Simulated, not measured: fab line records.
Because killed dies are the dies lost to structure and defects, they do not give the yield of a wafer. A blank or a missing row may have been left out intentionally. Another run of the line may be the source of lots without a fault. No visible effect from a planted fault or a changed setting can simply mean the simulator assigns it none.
fab line records ; flow n5Finfet ; part 1 of 2: steps 1 to 25 of 30
record: lots: 5; wafers: 15; lastDay: 17
route steps=1938 shown MOL_CONTACT_COAG@549
lots untouched by any fault: they come from a run of this same line in which no faults occurred
startH: start of the lot's first displayed wafer, in hours after the record's first day ; waitH: hours since the lot's step before ; " the same as in the row above ; L1.1+2: a single row standing in for several wafers ; - no value, or no start given ; * or withheld: withheld ; < > ~ a bound
route shown NAME@n: a module of which the file shows steps, and the number in the route of the first ; usual: average and standard deviation across the fault-free wafers ; same: alike in all rows ; chamber/n: place in a boat ; sites: per-site readings ; _std_site: standard deviation of those values ; _edge_site: the outer-site mean with the inner-site mean subtracted ; radiusMm: for every site, how far away it sits from the centre of the wafer ; mask NAME#n: copy n ; behind: the tool/chamber that last shaped the wafer ; hold: cause of the lot's hold/its duration in hours/its outcome ; device: which transistor (n, p or np) failed to switch ; end of line: the same wafers' tests at the end of the route ; where a step has no rows: the recipe by itself ; killed: the dies lost at the first sort to structure and to defects; this is not the yield of the wafer ; map: dies across one wafer; x = killed, . = not, _ = none there
set.NAME: the setting the step ran with; set.NAME@STEP: the setting that earlier step ran with ; model.NAME: the simulator's own value behind a step, which no gauge read
a table for each step, a row for each wafer; lots at some steps of the route
services: a tool's chamber out of use, with start hour (startH, from the record's first day; less than 0 if before it), hours out, and reason
== steps ==
step: N5_MOL_CONTACT_COAG_ANNEAL_113
recipe: tempC: 400; timeS: 300; ambient: H2/N2
usual: lampPowerPct: 2.90/0.23; lamp_zone_4_pct: 2.90/0.23; lamp_zone_5_pct: 2.90/0.23; lamp_zone_6_pct: 2.87/0.22; lamp_zone_7_pct: 3.04/0.24; wafer_temp_C_max: 401.04/0.3
lot.wafer;tool;chamber;startH;waitH;lampPowerPct;lamp_zone_4_pct;lamp_zone_5_pct;lamp_zone_6_pct;lamp_zone_7_pct;wafer_temp_C_max
L077.4;rtpAnneal-02;0;112.23;0.7;2.57;2.58;2.58;2.55;2.71;400.45
L077.5;rtpAnneal-02;0;112.23;0.7;2.57;2.58;2.58;2.55;2.70;400.80
L077.6;rtpAnneal-02;0;112.23;0.7;2.58;2.58;2.58;2.55;2.70;401.40
L078.3;rtpAnneal-01;0;120.05;0.6;3.06;3.06;3.06;3.03;3.22;401.02
L078.4;rtpAnneal-01;0;120.05;0.6;3.06;3.06;3.06;3.03;3.21;401.26
L078.6;rtpAnneal-01;0;120.05;0.6;3.06;3.05;3.05;3.02;3.21;401.66
L083.2;rtpAnneal-01;0;145.96;0.5;3.06;3.06;3.06;3.03;3.21;401.28
L083.3;rtpAnneal-01;0;145.96;0.5;3.06;3.05;3.05;3.03;3.21;400.77
L083.6;rtpAnneal-01;0;145.96;0.5;3.05;3.06;3.06;3.02;3.21;400.71
L087.3;rtpAnneal-01;0;172.07;0.7;3.05;3.05;3.05;3.03;3.21;401.39
L087.4;rtpAnneal-01;0;172.07;0.7;3.06;3.06;3.05;3.02;3.21;400.70
L087.6;rtpAnneal-01;0;172.07;0.7;3.05;3.06;3.05;3.03;3.21;400.76
L095.1;rtpAnneal-01;0;221.98;0.4;3.05;3.05;3.05;3.02;3.21;401.21
L095.2;rtpAnneal-01;0;221.98;0.4;3.05;3.06;3.05;3.02;3.21;401.21
L095.4;rtpAnneal-01;0;221.98;0.4;3.06;3.05;3.06;3.02;3.21;401.20
step: N5_MOL_CONTACT_COAG_PRE_CLEAN_142
recipe: gas: H2/He; timeS: 60; tempC: 300
usual: heaterPowerW: 435/38
lot.wafer;tool;chamber;startH;waitH;heaterPowerW
L077.4;pvdSputter-02;-;113.72;1.3;459
L077.5;pvdSputter-02;-;113.72;1.3;476
L077.6;pvdSputter-02;-;113.72;1.3;379
L078.3;pvdSputter-03;-;122.31;2.1;413
L078.4;pvdSputter-03;-;122.31;2.1;408
L078.6;pvdSputter-03;-;122.31;2.1;427
L083.2;pvdSputter-03;-;148.92;2.8;416
L083.3;pvdSputter-03;-;148.92;2.8;421
L083.6;pvdSputter-03;-;148.92;2.8;412
L087.3;pvdSputter-03;-;172.70;0.5;393
L087.4;pvdSputter-03;-;172.70;0.5;421
L087.6;pvdSputter-03;-;172.70;0.5;384
L095.1;pvdSputter-01;-;224.44;2.3;477
L095.2;pvdSputter-01;-;224.44;2.3;491
L095.4;pvdSputter-01;-;224.44;2.3;491
step: N5_MOL_CONTACT_COAG_SPUTTER_130
recipe: material: Co; targetThkA: 475; tempC: 25; chamberPressurePa: 0.5; powerW: 3000
usual: throttleValvePct: 29.8/0.95
lot.wafer;tool;chamber;startH;waitH;throttleValvePct
L077.4;pvdSputter-02;-;113.78;0.0;29.1
L077.5;pvdSputter-02;-;113.78;0.0;29.3
L077.6;pvdSputter-02;-;113.78;0.0;28.1
L078.3;pvdSputter-03;-;122.37;0.0;29.1
L078.4;pvdSputter-03;-;122.37;0.0;30.3
L078.6;pvdSputter-03;-;122.37;0.0;30.6
L083.2;pvdSputter-03;-;148.98;0.0;30.2
L083.3;pvdSputter-03;-;148.98;0.0;28.8
L083.6;pvdSputter-03;-;148.98;0.0;29.2
L087.3;pvdSputter-03;-;172.76;0.0;29.6
L087.4;pvdSputter-03;-;172.76;0.0;29.2
L087.6;pvdSputter-03;-;172.76;0.0;29.3
L095.1;pvdSputter-01;-;224.50;0.0;29.4
L095.2;pvdSputter-01;-;224.50;0.0;30.7
L095.4;pvdSputter-01;-;224.50;0.0;32.1
step: N5_MOL_CONTACT_COAG_PRECLEAN_125
recipe: chemistry: DIW; timeS: 57.5; tempC: 23
lot.wafer;tool;chamber;startH;waitH
L077.4+5+6;wetBench-01;2,6,1;113.91;0.1
L078.3+4+6;wetBench-01;1,4,2;122.50;0.1
L083.2+3+6;wetBench-04;2,6,4;149.12;0.1
L087.3+4+6;wetBench-01;5,6,1;172.89;0.1
L095.1+2+4;wetBench-03;3,6,2;224.63;0.1
step: N5_MOL_CONTACT_COAG_SRD_126
recipe: dryTimeS: 32; dry: n2Spin; spinRpm: 1500
lot.wafer;tool;chamber;startH;waitH
L077.4+5+6;wetBench-01;2,6,1;113.93;0.0
L078.3+4+6;wetBench-01;1,4,2;122.52;0.0
L083.2+3+6;wetBench-04;2,6,4;149.13;0.0
L087.3+4+6;wetBench-01;5,6,1;172.91;0.0
L095.1+2+4;wetBench-03;3,6,2;224.65;0.0
step: N5_MOL_CONTACT_COAG_CMP_23
recipe: stopOn: SiO2; tOverpolishS: 1.5; postCmpClean: cuAlkaline; downForcePsi: 2; platenRpm: 50.289; padVelocityMS: 1.0006; targetThkNm: 0
usual: edgeZonePressureFrac: 1.000/0.0042; motorCurrentA: 8.3/0.63; overpolishRunS: 1.500/0.009; padLifeWafers: 1040/750; platenRpm: 50.29/0.034; timeToEndpointS: 8.1/2.3
lot.wafer;tool;chamber;startH;waitH;edgeZonePressureFrac;motorCurrentA;overpolishRunS;padLifeWafers;platenRpm;timeToEndpointS
L077.4;cmp-02;3;114.04;0.1;0.996;8.5;1.498;2030;50.34;9.4
L077.5;cmp-02;1;114.04;0.1;0.997;8.5;1.507;-;50.22;5.9
L077.6;cmp-02;2;114.04;0.1;1.001;7.2;1.512;-;50.35;5.7
L078.3;cmp-04;1;122.55;0.0;0.991;8.7;1.494;1356;50.30;8.4
L078.4;cmp-04;2;122.55;0.0;0.995;8.2;1.497;1357;50.29;5.3
L078.6;cmp-04;2;122.55;0.0;0.996;8.4;1.506;-;50.33;7.5
L083.3;cmp-02;2;149.17;0.0;1.002;7.6;1.509;168;50.28;9.5
L083.2;cmp-02;3;149.17;0.0;1.000;8.5;1.509;169;50.30;12.2
L083.6;cmp-02;2;149.17;0.0;1.001;7.2;1.482;-;50.33;7.6
L087.3;cmp-04;3;173.00;0.1;1.003;9.2;1.497;1825;50.27;9.6
L087.4;cmp-04;0;173.00;0.1;0.997;7.3;1.501;1826;50.29;10.5
L087.6;cmp-04;2;173.00;0.1;1.003;7.7;1.494;-;50.28;9.8
L095.1;cmp-04;0;224.68;0.0;1.002;7.8;1.488;204;50.27;7.1
L095.4;cmp-04;1;224.68;0.0;1.005;8.6;1.506;205;50.26;8.1
L095.2;cmp-04;3;224.68;0.0;1.000;8.9;1.503;207;50.30;8.9
step: N5_MOL_CONTACT_COAG_WET_ETCH_26
recipe: target: Co; targetDepthNm: 13
lot.wafer;tool;chamber;startH;waitH
L077.4+5+6;wetBench-01;6,7,2;114.31;0.0
L078.3+4+6;wetBench-01;6,1,7;122.90;0.0
L083.2+3+6;wetBench-03;6,1,2;149.52;0.0
L087.3+4+6;wetBench-03;3,7,0;173.31;0.0
L095.1+2+4;wetBench-03;1,3,6;225.03;0.0
step: N5_MOL_CONTACT_COAG_WET_ETCH_116
recipe: chemistry: SC1-inhibited; targetDepthNm: 4.6; dry: ipaMarangoni; rinseTimeS: 30; rinseTempC: 23
lot.wafer;tool;chamber;startH;waitH
L077.4+5+6;wetBench-01;6,7,2;114.46;0.0
L078.3+4+6;wetBench-01;6,1,7;123.05;0.0
L083.2+3+6;wetBench-03;6,1,2;149.67;0.0
L087.3+4+6;wetBench-03;3,7,0;173.46;0.0
L095.1+2+4;wetBench-03;1,3,6;225.18;0.0
step: N5_MOL_CONTACT_COAG_ALD_27
recipe: material: SiOC; targetThkA: 170; tempC: 400; aldPrecursorFamily: carbosiloxane; aldCoReactant: H2-plasma; pulseTimeS: 1.5; timeS: 2720; purgeTimeS: 2; coReactantPurgeTimeS: 2; aldCycles: 340; pressureTorr: 2
usual: heaterPowerW: 890/79; precursorPulseHeightRel: 1.000/0.019
lot.wafer;tool;chamber;startH;waitH;heaterPowerW;precursorPulseHeightRel
L077.4;aldSin-03;1;114.78;0.0;934;0.967
L077.5;aldSin-03;1;114.78;0.0;908;1.025
L077.6;aldSin-03;2;114.78;0.0;894;0.984
L078.3;aldSin-03;1;123.37;0.0;910;0.972
L078.4;aldSin-03;1;123.37;0.0;931;0.999
L078.6;aldSin-03;0;123.37;0.0;913;1.018
L083.2;aldSin-01;2;149.99;0.0;1007;0.996
L083.3;aldSin-01;0;149.99;0.0;763;0.980
L083.6;aldSin-01;2;149.99;0.0;990;1.005
L087.3;aldSin-01;0;173.86;0.1;756;0.986
L087.4;aldSin-01;0;173.86;0.1;761;0.983
L087.6;aldSin-01;2;173.86;0.1;999;0.997
L095.1;aldSin-01;0;225.53;0.1;777;0.988
L095.2;aldSin-01;2;225.53;0.1;996;0.983
L095.4;aldSin-01;0;225.53;0.1;782;0.995
step: N5_MOL_CONTACT_COAG_CMP_28
recipe: stopOn: SiNx; tOverpolishS: 0.85; postCmpClean: alkalineBrush; downForcePsi: 4.15; platenRpm: 51.8; padVelocityMS: 1.0307; targetThkNm: 14.522
usual: edgeZonePressureFrac: 1.000/0.005; motorCurrentA: 13.0/1.1; padLifeWafers: 1056/480; platenRpm: 51.80/0.039; timeToEndpointS: 4.0/2.1
lot.wafer;tool;chamber;startH;waitH;edgeZonePressureFrac;motorCurrentA;padLifeWafers;platenRpm;timeToEndpointS
L077.4;cmp-04;1;116.43;0.9;1.005;13.6;1304;51.81;5.3
L077.5;cmp-04;3;116.43;0.9;0.996;13.6;-;51.73;4.0
L077.6;cmp-04;0;116.43;0.9;1.000;12.3;-;51.83;4.9
L078.3;cmp-02;3;124.94;0.8;1.005;13.5;2124;51.74;7.6
L078.4;cmp-02;0;124.94;0.8;0.998;13.7;2125;51.77;5.4
L078.6;cmp-02;0;124.94;0.8;0.997;12.8;-;51.78;6.5
L083.2;cmp-04;2;151.63;0.9;1.001;12.4;1610;51.81;6.8
L083.3;cmp-04;3;151.63;0.9;1.005;13.9;1611;51.80;5.6
L083.6;cmp-04;1;151.63;0.9;1.000;13.9;-;51.78;7.0
L087.3;cmp-04;1;175.60;1.0;0.997;14.2;1861;51.76;4.3
L087.4;cmp-04;3;175.60;1.0;0.994;13.4;1863;51.82;2.3
L087.6;cmp-04;0;175.60;1.0;1.000;11.5;-;51.81;2.9
L095.2;cmp-02;0;227.10;0.8;1.002;13.5;642;51.79;7.8
L095.1;cmp-02;1;227.10;0.8;1.000;13.3;643;51.77;4.5
L095.4;cmp-02;3;227.10;0.8;1.005;13.0;645;51.74;7.8
step: N5_MOL_CONTACT_COAG_THK_MEAS_29
recipe: reads: SiNx_of_GATE_CUT_PECVD_57+SiNx_of_GATE_CUT_SAC_CAP_01
usual: MD_CAP_THK: 17.93/0.09
lot.wafer;tool;chamber;startH;waitH;MD_CAP_THK[nm]
L077.4;filmMetro-01;-;116.65;-;17.80
L077.5;filmMetro-01;-;116.65;-;17.94
L077.6;filmMetro-01;-;116.65;-;17.81
L078.3;filmMetro-02;-;125.24;-;17.86
L078.4;filmMetro-02;-;125.24;-;17.81
L078.6;filmMetro-02;-;125.24;-;18.03
L083.2;filmMetro-01;-;151.85;-;17.94
L083.3;filmMetro-01;-;151.85;-;17.90
L083.6;filmMetro-01;-;151.85;-;17.93
L087.3;filmMetro-01;-;175.86;-;17.93
L087.4;filmMetro-01;-;175.86;-;17.90
L087.6;filmMetro-01;-;175.86;-;17.86
L095.1;filmMetro-02;-;227.40;-;17.82
L095.2;filmMetro-02;-;227.40;-;17.85
L095.4;filmMetro-02;-;227.40;-;17.82
step: N5_MOL_CONTACT_COAG_ALD_123
recipe: material: SiNx; targetThkA: 50; tempC: 400; aldPrecursorFamily: SiH2I2; aldCoReactant: N2/H2-plasma; pulseTimeS: 1; purgeTimeS: 2; coReactantPurgeTimeS: 2; aldCycles: 100; pressureTorr: 2
usual: heaterPowerW: 879/77; precursorPulseHeightRel: 0.995/0.019
lot.wafer;tool;chamber;startH;waitH;heaterPowerW;precursorPulseHeightRel
L077.4;aldSin-04;2;116.68;0.0;845;1.004
L077.5;aldSin-04;3;116.68;0.0;832;1.023
L077.6;aldSin-04;2;116.68;0.0;874;0.969
L078.3;aldSin-04;2;125.44;0.2;874;0.972
L078.4;aldSin-04;1;125.44;0.2;799;0.984
L078.6;aldSin-04;3;125.44;0.2;833;0.989
L083.2;aldSin-01;0;151.89;0.0;770;1.003
L083.3;aldSin-01;3;151.89;0.0;900;1.000
L083.6;aldSin-01;0;151.89;0.0;800;1.019
L087.3;aldSin-01;0;175.90;0.0;792;0.979
L087.4;aldSin-01;0;175.90;0.0;772;0.962
L087.6;aldSin-01;2;175.90;0.0;997;1.006
L095.1;aldSin-04;0;227.45;0.0;951;0.972
L095.2;aldSin-04;3;227.45;0.0;877;0.995
L095.4;aldSin-04;2;227.45;0.0;862;1.003
step: N5_MOL_CONTACT_COAG_PECVD_31
recipe: material: SiO2; targetThkA: 460; tempC: 400; precursor: TEOS/O2; pressureTorr: 6.5; rfW: withheld; teosFlowSccm: withheld; gas: O2; flowSccm: 2650; timeS: 8.9
lot.wafer;tool;chamber;startH;waitH
L077.4+5+6;pecvd-03;2,1,0;117.20;0.3
L078.3+4+6;pecvd-04;2,2,1;125.94;0.3
L083.2+3+6;pecvd-03;1,2,2;152.39;0.3
L087.3+4+6;pecvd-02;1,1,2;176.40;0.3
L095.1+2+4;pecvd-04;1,0,0;227.96;0.3
step: N5_MOL_CONTACT_COAG_COAT_75
recipe: resist: SOC; tempC: 250; timeS: 60; spinRpm: 1500; resistThkNm: 60
usual: spinSpeedRpm: 1500.1/1.2
lot.wafer;tool;chamber;startH;waitH;spinSpeedRpm
L077.4;lithoTrack-03;0;117.25;0.0;1500.1
L077.5;lithoTrack-03;0;117.25;0.0;1499.8
L077.6;lithoTrack-03;0;117.25;0.0;1500.4
L078.3;lithoTrack-03;0;126.00;0.0;1501.6
L078.4;lithoTrack-03;0;126.00;0.0;1500.7
L078.6;lithoTrack-03;0;126.00;0.0;1501.7
L083.2;lithoTrack-04;0;152.45;0.0;1498.9
L083.3;lithoTrack-04;0;152.45;0.0;1501.6
L083.6;lithoTrack-04;0;152.45;0.0;1500.4
L087.3;lithoTrack-04;0;176.46;0.0;1502.2
L087.4;lithoTrack-04;0;176.46;0.0;1500.9
L087.6;lithoTrack-04;0;176.46;0.0;1500.6
L095.1;lithoTrack-04;0;228.03;0.1;1500.0
L095.2;lithoTrack-04;0;228.03;0.1;1501.4
L095.4;lithoTrack-04;0;228.03;0.1;1500.4
step: N5_MOL_CONTACT_COAG_COAT_76
recipe: resist: SiARC; tempC: 220; timeS: 60; spinRpm: 1500; resistThkNm: 10
usual: spinSpeedRpm: 1499.9/1.2
lot.wafer;tool;chamber;startH;waitH;spinSpeedRpm
L077.4;lithoTrack-03;0;-;-;1500.8
L077.5;lithoTrack-03;0;-;-;1499.7
L077.6;lithoTrack-03;0;-;-;1501.7
L078.3;lithoTrack-03;0;-;-;1499.1
L078.4;lithoTrack-03;0;-;-;1500.0
L078.6;lithoTrack-03;0;-;-;1499.6
L083.2;lithoTrack-04;0;-;-;1497.3
L083.3;lithoTrack-04;0;-;-;1499.8
L083.6;lithoTrack-04;0;-;-;1498.9
L087.3;lithoTrack-04;0;-;-;1499.7
L087.4;lithoTrack-04;0;-;-;1498.6
L087.6;lithoTrack-04;0;-;-;1499.6
L095.1;lithoTrack-04;0;-;-;1500.9
L095.2;lithoTrack-04;0;-;-;1499.2
L095.4;lithoTrack-04;0;-;-;1498.3
step: N5_MOL_CONTACT_COAG_COAT_77
recipe: resist: underlayer; tempC: 205; timeS: 60; spinRpm: 1500; resistThkNm: 10
usual: spinSpeedRpm: 1500.4/1.1
lot.wafer;tool;chamber;startH;waitH;spinSpeedRpm
L077.4;lithoTrack-03;0;-;-;1499.4
L077.5;lithoTrack-03;0;-;-;1501.3
L077.6;lithoTrack-03;0;-;-;1500.5
L078.3;lithoTrack-03;0;-;-;1499.8
L078.4;lithoTrack-03;0;-;-;1500.6
L078.6;lithoTrack-03;0;-;-;1500.5
L083.2;lithoTrack-04;0;-;-;1500.3
L083.3;lithoTrack-04;0;-;-;1499.8
L083.6;lithoTrack-04;0;-;-;1499.2
L087.3;lithoTrack-04;0;-;-;1500.4
L087.4;lithoTrack-04;0;-;-;1501.0
L087.6;lithoTrack-04;0;-;-;1500.1
L095.1;lithoTrack-04;0;-;-;1498.1
L095.2;lithoTrack-04;0;-;-;1499.3
L095.4;lithoTrack-04;0;-;-;1498.9
step: N5_MOL_CONTACT_COAG_COAT_78
recipe: resist: CAR-EUV; spinRpm: 1500; resistThkNm: 40
usual: spinSpeedRpm: 1500.1/1.1
lot.wafer;tool;chamber;startH;waitH;spinSpeedRpm
L077.4;lithoTrack-03;0;-;-;1500.1
L077.5;lithoTrack-03;0;-;-;1499.8
L077.6;lithoTrack-03;0;-;-;1500.0
L078.3;lithoTrack-03;0;-;-;1501.1
L078.4;lithoTrack-03;0;-;-;1501.9
L078.6;lithoTrack-03;0;-;-;1500.8
L083.2;lithoTrack-04;0;-;-;1500.8
L083.3;lithoTrack-04;0;-;-;1498.3
L083.6;lithoTrack-04;0;-;-;1500.1
L087.3;lithoTrack-04;0;-;-;1500.3
L087.4;lithoTrack-04;0;-;-;1500.3
L087.6;lithoTrack-04;0;-;-;1500.4
L095.1;lithoTrack-04;0;-;-;1500.1
L095.2;lithoTrack-04;0;-;-;1500.1
L095.4;lithoTrack-04;0;-;-;1501.7
step: N5_MOL_CONTACT_COAG_EBR_80
recipe: solvent: PGMEA; ebrWidthMm: 1.5
lot.wafer;tool;chamber;startH;waitH
L077.4+5+6;lithoTrack-03;0;-;-
L078.3+4+6;lithoTrack-03;0;-;-
L083.2+3+6;lithoTrack-04;0;-;-
L087.3+4+6;lithoTrack-04;0;-;-
L095.1+2+4;lithoTrack-04;0;-;-
step: N5_MOL_CONTACT_COAG_SOFTBAKE_79
recipe: tempC: 110; timeS: 60; resist: CAR-EUV
lot.wafer;tool;chamber;startH;waitH
L077.4+5+6;lithoTrack-03;0;-;-
L078.3+4+6;lithoTrack-03;0;-;-
L083.2+3+6;lithoTrack-04;0;-;-
L087.3+4+6;lithoTrack-04;0;-;-
L095.1+2+4;lithoTrack-04;0;-;-
step: N5_MOL_CONTACT_COAG_EXPOSE_81
recipe: maskId: VG; na: 0.33; sourceShape: annular; sigmaInner: 0.3; sigmaOuter: 0.7; polarization: unpolarized; defocusNm: 0; doseMj: 59.5
same: na: 0.33
lot.wafer;tool;chamber;startH;waitH;mask
L077.4+5+6;euvScanner-02;0;117.41;-;VG#0
L078.3+4+6;euvScanner-01;0;126.28;-;VG#0
L083.2+3+6;euvScanner-01;0;152.72;-;VG#0
L087.3+4+6;euvScanner-02;0;176.74;-;VG#0
L095.1+2+4;euvScanner-02;0;228.17;-;VG#0
step: N5_MOL_CONTACT_COAG_PEB_82
recipe: pebTempC: 100; pebTimeS: 60; resist: CAR-EUV
lot.wafer;tool;chamber;startH;waitH
L077.4+5+6;lithoTrack-04;0;117.46;0.0
L078.3+4+6;lithoTrack-02;0;126.34;0.1
L083.2+3+6;lithoTrack-02;0;152.79;0.1
L087.3+4+6;lithoTrack-02;0;176.80;0.1
L095.1+2+4;lithoTrack-03;0;228.25;0.1
step: N5_MOL_CONTACT_COAG_DEVELOP_83
recipe: developTimeS: 30; developer: TMAH; resist: CAR-EUV; rinseLiquid: surfactantRinse; dry: airSpin; devTempC: 23
usual: developerTempC: 22.98/0.11
lot.wafer;tool;chamber;startH;waitH;developerTempC
L077.4;lithoTrack-04;0;-;-;22.98
L077.5;lithoTrack-04;0;-;-;23.06
L077.6;lithoTrack-04;0;-;-;22.90
L078.3;lithoTrack-02;0;-;-;22.89
L078.4;lithoTrack-02;0;-;-;22.95
L078.6;lithoTrack-02;0;-;-;22.94
L083.2;lithoTrack-02;0;-;-;22.93
L083.3;lithoTrack-02;0;-;-;22.85
L083.6;lithoTrack-02;0;-;-;22.97
L087.3;lithoTrack-02;0;-;-;22.99
L087.4;lithoTrack-02;0;-;-;22.94
L087.6;lithoTrack-02;0;-;-;22.91
L095.1;lithoTrack-03;0;-;-;22.82
L095.2;lithoTrack-03;0;-;-;22.80
L095.4;lithoTrack-03;0;-;-;22.99
step: N5_MOL_CONTACT_COAG_CD_MEAS_84
recipe: targetCdNm: 25.1; landingEnergyEv: 500; detector: seInlens; polarity: opening
usual: cdNm: 25.05/0.24
lot.wafer;tool;chamber;startH;waitH;cdNm
L077.4;cdSem-02;0;117.53;-;25.05
L077.5;cdSem-02;0;117.53;-;25.41
L077.6;cdSem-02;0;117.53;-;25.52
L078.3;cdSem-01;0;126.40;-;25.39
L078.4;cdSem-01;0;126.40;-;24.77
L078.6;cdSem-01;0;126.40;-;25.36
L083.2;cdSem-02;0;152.85;-;25.23
L083.3;cdSem-02;0;152.85;-;25.07
L083.6;cdSem-02;0;152.85;-;24.90
L087.3;cdSem-01;0;176.87;-;24.99
L087.4;cdSem-01;0;176.87;-;25.24
L087.6;cdSem-01;0;176.87;-;25.28
L095.1;cdSem-02;0;228.31;-;24.68
L095.2;cdSem-02;0;228.31;-;24.95
L095.4;cdSem-02;0;228.31;-;25.07
step: N5_MOL_CONTACT_COAG_OVL_MEAS_85
recipe: pointsPerWafer: 522
usual: VG_OVL: -0.9/0.85
lot.wafer;tool;chamber;startH;waitH;VG_OVL[nm]
L077.4;overlay-01;0;117.57;0.0;-0.2
L077.5;overlay-01;0;117.57;0.0;-1.3
L077.6;overlay-01;0;117.57;0.0;-0.1
L078.3;overlay-01;0;126.44;0.0;-0.4
L078.4;overlay-01;0;126.44;0.0;-0.9
L078.6;overlay-01;0;126.44;0.0;-1.7
L083.2;overlay-01;0;152.89;0.0;-0.8
L083.3;overlay-01;0;152.89;0.0;-0.5
L083.6;overlay-01;0;152.89;0.0;-0.5
L087.3;overlay-02;0;176.91;0.0;-0.3
L087.4;overlay-02;0;176.91;0.0;-1.7
L087.6;overlay-02;0;176.91;0.0;-0.8
L095.1;overlay-02;0;228.34;0.0;-1.0
L095.2;overlay-02;0;228.34;0.0;-0.8
L095.4;overlay-02;0;228.34;0.0;-0.5
step: N5_MOL_CONTACT_COAG_INSPECT_57
recipe: mode: adi; inspectInstrument: brightfield
usual: rawDefectCount: 190/48
lot.wafer;tool;chamber;startH;waitH;rawDefectCount
L077.4;defectInspect-01;-;117.62;0.0;190
L077.5;defectInspect-01;-;117.62;0.0;159
L077.6;defectInspect-01;-;117.62;0.0;194
L078.3;defectInspect-02;-;126.49;0.0;122
L078.4;defectInspect-02;-;126.49;0.0;126
L078.6;defectInspect-02;-;126.49;0.0;188
L083.2;defectInspect-01;-;152.94;0.0;118
L083.3;defectInspect-01;-;152.94;0.0;244
L083.6;defectInspect-01;-;152.94;0.0;244
L087.3;defectInspect-01;-;176.95;0.0;166
L087.4;defectInspect-01;-;176.95;0.0;211
L087.6;defectInspect-01;-;176.95;0.0;164
L095.1;defectInspect-02;-;228.40;0.1;152
L095.2;defectInspect-02;-;228.40;0.1;221
L095.4;defectInspect-02;-;228.40;0.1;266
